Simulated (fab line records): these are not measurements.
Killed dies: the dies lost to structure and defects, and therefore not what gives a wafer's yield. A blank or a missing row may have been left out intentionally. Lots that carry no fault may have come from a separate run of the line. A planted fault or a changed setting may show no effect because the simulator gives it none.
Which tool was responsible? :: flow n5 finfet :: 28 wafers from 10 lots sampled at 6 of the route's 1938 steps

## WHAT THE GAUGES READ, wafer by wafer
N5_BEOL_M15_THK_MEAS_50: measures by xrf.
lot: L661
measured: day 15 06:35
on: film metro-02
M15_THK (nm): 832 903 841

lot: L663
measured: day 15 20:46
on: film metro-02
M15_THK (nm): 841 839 855

lot: L669
measured: day 17 07:30
on: film metro-02
M15_THK (nm): 835 819 831

lot: L666
measured: day 17 09:16
on: film metro-01
M15_THK (nm): 857 827 821

lot: L677
measured: day 18 22:43
on: film metro-01
M15_THK (nm): 800 810 845

lot: L676
measured: day 19 20:38
on: film metro-01
M15_THK (nm): 809 809 875

lot: L675
measured: day 20 00:04
on: film metro-01
M15_THK (nm): 850 824 827

lot: L678
measured: day 20 00:20
on: film metro-01
M15_THK (nm): 1057 865

lot: L679
measured: day 20 19:53
on: film metro-02
M15_THK (nm): 1078 888 874

lot: L682
measured: day 21 00:22
on: film metro-01
M15_THK (nm): 830 1156

N5_BEOL_M15_RS_MEAS_54: measures by four-point-probe.
lot: L661
measured: day 15 06:43
on: film metro-02
M15_RS (ohm/sq): 0.0221 0.0205 0.0220

lot: L663
measured: day 15 20:55
on: film metro-01
M15_RS (ohm/sq): 0.0221 0.0222 0.0217

lot: L669
measured: day 17 07:37
on: film metro-01
M15_RS (ohm/sq): 0.0216 0.0220 0.0217

lot: L666
measured: day 17 09:24
on: film metro-02
M15_RS (ohm/sq): 0.0212 0.0222 0.0223

lot: L677
measured: day 18 22:53
on: film metro-01
M15_RS (ohm/sq): 0.0225 0.0222 0.0213

lot: L676
measured: day 19 20:46
on: film metro-01
M15_RS (ohm/sq): 0.0223 0.0224 0.0206

lot: L675
measured: day 20 00:11
on: film metro-02
M15_RS (ohm/sq): 0.0215 0.0221 0.0220

lot: L678
measured: day 20 00:28
on: film metro-02
M15_RS (ohm/sq): 0.0173 0.0211

lot: L679
measured: day 20 20:01
on: film metro-01
M15_RS (ohm/sq): 0.0172 0.0209 0.0211

lot: L682
measured: day 21 00:31
on: film metro-01
M15_RS (ohm/sq): 0.0221 0.0158

N5_BEOL_M15_INSPECT_55: inspects for defects (darkfield).
lot: L661
measured: day 15 06:44
on: defect inspect-02
raw defect count: 55 54 56

lot: L663
measured: day 15 20:56
on: defect inspect-02
raw defect count: 72 37 64

lot: L669
measured: day 17 07:39
on: defect inspect-01
raw defect count: 80 59 49

lot: L666
measured: day 17 09:26
on: defect inspect-02
raw defect count: 67 75 92

lot: L677
measured: day 18 22:54
on: defect inspect-01
raw defect count: 55 82 84

lot: L676
measured: day 19 20:48
on: defect inspect-01
raw defect count: 85 107 63

lot: L675
measured: day 20 00:13
on: defect inspect-01
raw defect count: 79 58 65

lot: L678
measured: day 20 00:29
on: defect inspect-02
raw defect count: 36 70

lot: L679
measured: day 20 20:02
on: defect inspect-01
raw defect count: 94 94 45

lot: L682
measured: day 21 00:33
on: defect inspect-02
raw defect count: 76 71

## EACH LOT AND THE TOOL THAT RAN IT (in order: tool; ch and the chambers of the sampled wafers; start)
lot: L661
N5_BEOL_M15_TRENCH_ETCH_34: rie diel-06 ch 0,1,3, day 14 21:57
N5_BEOL_M15_STRIP_36: rie diel-05 ch 0,2, day 15 04:59
N5_BEOL_M15_SPUTTER_45: pvd sputter-01, day 15 05:38

lot: L663
N5_BEOL_M15_TRENCH_ETCH_34: rie diel-05 ch 0,3, day 15 19:01
N5_BEOL_M15_STRIP_36: rie diel-02 ch 0,3, day 15 19:14
N5_BEOL_M15_SPUTTER_45: pvd sputter-02, day 15 19:49

lot: L669
N5_BEOL_M15_TRENCH_ETCH_34: rie diel-05 ch 1,2,3, day 17 01:37
N5_BEOL_M15_STRIP_36: rie diel-06 ch 0,2, day 17 05:07
N5_BEOL_M15_SPUTTER_45: pvd sputter-02, day 17 05:56

lot: L666
N5_BEOL_M15_TRENCH_ETCH_34: rie diel-06 ch 0,1,2, day 17 05:29
N5_BEOL_M15_STRIP_36: rie diel-06 ch 0,1,2, day 17 05:56
N5_BEOL_M15_SPUTTER_45: pvd sputter-02, day 17 08:19

lot: L677
N5_BEOL_M15_TRENCH_ETCH_34: rie diel-02 ch 0,1,3, day 18 19:46
N5_BEOL_M15_STRIP_36: rie diel-05 ch 0,1, day 18 20:17
N5_BEOL_M15_SPUTTER_45: pvd sputter-01, day 18 21:01

lot: L676
N5_BEOL_M15_TRENCH_ETCH_34: rie diel-06 ch 0,1,3, day 19 17:58
N5_BEOL_M15_STRIP_36: rie diel-02 ch 0,2,3, day 19 18:32
N5_BEOL_M15_SPUTTER_45: pvd sputter-01, day 19 19:41

lot: L675
N5_BEOL_M15_TRENCH_ETCH_34: rie diel-02 ch 0,2,3, day 19 20:50
N5_BEOL_M15_STRIP_36: rie diel-05 ch 1,3, day 19 22:15
N5_BEOL_M15_SPUTTER_45: pvd sputter-01, day 19 23:02

lot: L678
N5_BEOL_M15_TRENCH_ETCH_34: rie diel-06 ch 0,2, day 19 21:13
N5_BEOL_M15_STRIP_36: rie diel-02 ch 0,2, day 19 22:16
N5_BEOL_M15_SPUTTER_45: pvd sputter-02, day 19 23:05

lot: L679
N5_BEOL_M15_TRENCH_ETCH_34: rie diel-06 ch 0,2, day 20 09:57
N5_BEOL_M15_STRIP_36: rie diel-02 ch 0,1,2, day 20 18:04
N5_BEOL_M15_SPUTTER_45: pvd sputter-02, day 20 18:47

lot: L682
N5_BEOL_M15_TRENCH_ETCH_34: rie diel-06 ch 1,3, day 20 17:35
N5_BEOL_M15_STRIP_36: rie diel-05 ch 0,1, day 20 22:10
N5_BEOL_M15_SPUTTER_45: pvd sputter-02, day 20 23:12
- N5_BEOL_M15_TRENCH_ETCH_34: etches SiO2 in C4F8/O2/Ar, target depth 872.93 nm, time 199 s.
- N5_BEOL_M15_STRIP_36: strips in O2.
- N5_BEOL_M15_SPUTTER_45: material Cu, target thk 100 nm, time 16.67 s.

## WHAT THE TOOLS THEMSELVES READ (means of the sampled wafers that have a number; where no wafer has one, the mark that the record gives instead)
N5_BEOL_M15_TRENCH_ETCH_34.
lot: L661
tool: rie diel-06
drypump motor current A (A): 5.8
oes product au (a.u.): 0.80
rf fwd power W (W): 1900
rf vpp V (V): 2265
showerhead plenum p Torr (Torr): 3.49
throttle valve pct (%): 30.85

lot: L663
tool: rie diel-05
drypump motor current A (A): 5.2
oes product au (a.u.): 0.69
rf fwd power W (W): 1897
rf vpp V (V): 2267
showerhead plenum p Torr (Torr): 3.26
throttle valve pct (%): 30.91

lot: L669
tool: rie diel-05
drypump motor current A (A): 5.8
oes product au (a.u.): 0.80
rf fwd power W (W): 1896
rf vpp V (V): 2241
showerhead plenum p Torr (Torr): 3.46
throttle valve pct (%): 30.87

lot: L666
tool: rie diel-06
drypump motor current A (A): 5.6
oes product au (a.u.): 0.80
rf fwd power W (W): 1900
rf vpp V (V): 2237
showerhead plenum p Torr (Torr): 3.45
throttle valve pct (%): 30.70

lot: L677
tool: rie diel-02
drypump motor current A (A): 5.6
oes product au (a.u.): 0.79
rf fwd power W (W): 1903
rf vpp V (V): 2313
showerhead plenum p Torr (Torr): 3.48
throttle valve pct (%): 30.99

lot: L676
tool: rie diel-06
drypump motor current A (A): 5.8
oes product au (a.u.): 0.76
rf fwd power W (W): 1897
rf vpp V (V): 2263
showerhead plenum p Torr (Torr): 3.48
throttle valve pct (%): 30.88

lot: L675
tool: rie diel-02
drypump motor current A (A): 5.2
oes product au (a.u.): 0.82
rf fwd power W (W): 1903
rf vpp V (V): 2281
showerhead plenum p Torr (Torr): 3.44
throttle valve pct (%): 30.93

lot: L678
tool: rie diel-06
drypump motor current A (A): 5.7
oes product au (a.u.): 0.80
rf fwd power W (W): 1902
rf vpp V (V): 2231
showerhead plenum p Torr (Torr): 3.40
throttle valve pct (%): 30.85

lot: L679
tool: rie diel-06
drypump motor current A (A): 5.6
oes product au (a.u.): 0.83
rf fwd power W (W): 1897
rf vpp V (V): 2218
showerhead plenum p Torr (Torr): 3.39
throttle valve pct (%): 30.79

lot: L682
tool: rie diel-06
drypump motor current A (A): 5.8
oes product au (a.u.): 0.79
rf fwd power W (W): 1891
rf vpp V (V): 2258
showerhead plenum p Torr (Torr): 3.50
throttle valve pct (%): 30.79

N5_BEOL_M15_STRIP_36.
lot: L661
tool: rie diel-05
drypump motor current A (A): 5.4
oes product au (a.u.): 0.69
rf vpp V (V): 3.4
showerhead plenum p Torr (Torr): 2.06
temp c (C): 59.92
throttle valve pct (%): 16.82

lot: L663
tool: rie diel-02
drypump motor current A (A): 5.4
oes product au (a.u.): 0.83
rf vpp V (V): 4.4
showerhead plenum p Torr (Torr): 2.08
temp c (C): 60.05
throttle valve pct (%): 16.91

lot: L669
tool: rie diel-06
drypump motor current A (A): 5.7
oes product au (a.u.): 0.79
rf vpp V (V): 3.9
showerhead plenum p Torr (Torr): 2.05
temp c (C): 60.09
throttle valve pct (%): 16.58

lot: L666
tool: rie diel-06
drypump motor current A (A): 5.6
oes product au (a.u.): 0.80
rf vpp V (V): 3.6
showerhead plenum p Torr (Torr): 2.09
temp c (C): 59.92
throttle valve pct (%): 16.49

lot: L677
tool: rie diel-05
drypump motor current A (A): 5.4
oes product au (a.u.): 0.83
rf vpp V (V): 4.2
showerhead plenum p Torr (Torr): 2.07
temp c (C): 59.94
throttle valve pct (%): 16.52

lot: L676
tool: rie diel-02
drypump motor current A (A): 5.2
oes product au (a.u.): 0.83
rf vpp V (V): 3.8
showerhead plenum p Torr (Torr): 2.12
temp c (C): 60.01
throttle valve pct (%): 16.79

lot: L675
tool: rie diel-05
drypump motor current A (A): 5.6
oes product au (a.u.): 0.81
rf vpp V (V): 4.7
showerhead plenum p Torr (Torr): 2.06
temp c (C): 59.94
throttle valve pct (%): 16.46

lot: L678
tool: rie diel-02
drypump motor current A (A): 4.9
oes product au (a.u.): 0.86
rf vpp V (V): 4.5
showerhead plenum p Torr (Torr): 2.19
temp c (C): 60.09
throttle valve pct (%): 16.71

lot: L679
tool: rie diel-02
drypump motor current A (A): 5.4
oes product au (a.u.): 0.81
rf vpp V (V): 4.9
showerhead plenum p Torr (Torr): 2.19
temp c (C): 60.04
throttle valve pct (%): 16.76

lot: L682
tool: rie diel-05
drypump motor current A (A): 5.3
oes product au (a.u.): 0.93
rf vpp V (V): 4.2
showerhead plenum p Torr (Torr): 2.17
temp c (C): 59.91
throttle valve pct (%): 16.43

N5_BEOL_M15_SPUTTER_45.
lot: L661
tool: pvd sputter-01
cathode dc power W (W): 25999
chuck gas flow sccm (sccm): 1.31
throttle valve pct (%): 30.0

lot: L663
tool: pvd sputter-02
cathode dc power W (W): 25999
chuck gas flow sccm (sccm): 1.24
throttle valve pct (%): 29.9

lot: L669
tool: pvd sputter-02
cathode dc power W (W): 26006
chuck gas flow sccm (sccm): 1.25
throttle valve pct (%): 29.6

lot: L666
tool: pvd sputter-02
cathode dc power W (W): 25998
chuck gas flow sccm (sccm): 1.27
throttle valve pct (%): 30.1

lot: L677
tool: pvd sputter-01
cathode dc power W (W): 26001
chuck gas flow sccm (sccm): 1.27
throttle valve pct (%): 29.4

lot: L676
tool: pvd sputter-01
cathode dc power W (W): 26003
chuck gas flow sccm (sccm): 1.24
throttle valve pct (%): 29.9

lot: L675
tool: pvd sputter-01
cathode dc power W (W): 25999
chuck gas flow sccm (sccm): 1.27
throttle valve pct (%): 30.5

lot: L678
tool: pvd sputter-02
cathode dc power W (W): 25997
chuck gas flow sccm (sccm): 1.31
throttle valve pct (%): 29.5

lot: L679
tool: pvd sputter-02
cathode dc power W (W): 26002
chuck gas flow sccm (sccm): 1.22
throttle valve pct (%): 29.8

lot: L682
tool: pvd sputter-02
cathode dc power W (W): 26000
chuck gas flow sccm (sccm): 1.24
throttle valve pct (%): 30.3

## THE ANSWER, worked out from the rows above alone
Rule: usual is defined by the lots themselves. Put in order of their means at a reading, lots are off if they are a third of the lots or fewer, leave a main group of 4 or more, and stand apart from it by a gap of 3 or more times the standard deviation of the main group's means; of several such gaps the widest counts. A main group is skipped when, at the precision printed for the reading in the tables above, its means are all equal. Also off: a lot with no number at a reading for which 4 or more lots have one. The other lots that the step has rows for count as sound. After the gauges, taken in route order, come the tools' own readings; for these a lot's mean is taken, as printed above. At the first step where some lot is off, the reading lying furthest off is the one used; lots without a number count as furthest.
Off: at N5_BEOL_M15_THK_MEAS_50 (M15_THK), L678, L679, L682. For the main group the mean is 836 nm and the standard deviation 12.
A tool fits if, at a process step before that reading, it ran every lot that is off, and no sound lot after the first of them. Gauges at N5_BEOL_M15_THK_MEAS_50: tried the same way as those tools. Can't be told from this: 2 tools fit, rie diel-06 at N5_BEOL_M15_TRENCH_ETCH_34, pvd sputter-02 at N5_BEOL_M15_SPUTTER_45.

## WHAT THE SIMULATOR HAD PUT IN
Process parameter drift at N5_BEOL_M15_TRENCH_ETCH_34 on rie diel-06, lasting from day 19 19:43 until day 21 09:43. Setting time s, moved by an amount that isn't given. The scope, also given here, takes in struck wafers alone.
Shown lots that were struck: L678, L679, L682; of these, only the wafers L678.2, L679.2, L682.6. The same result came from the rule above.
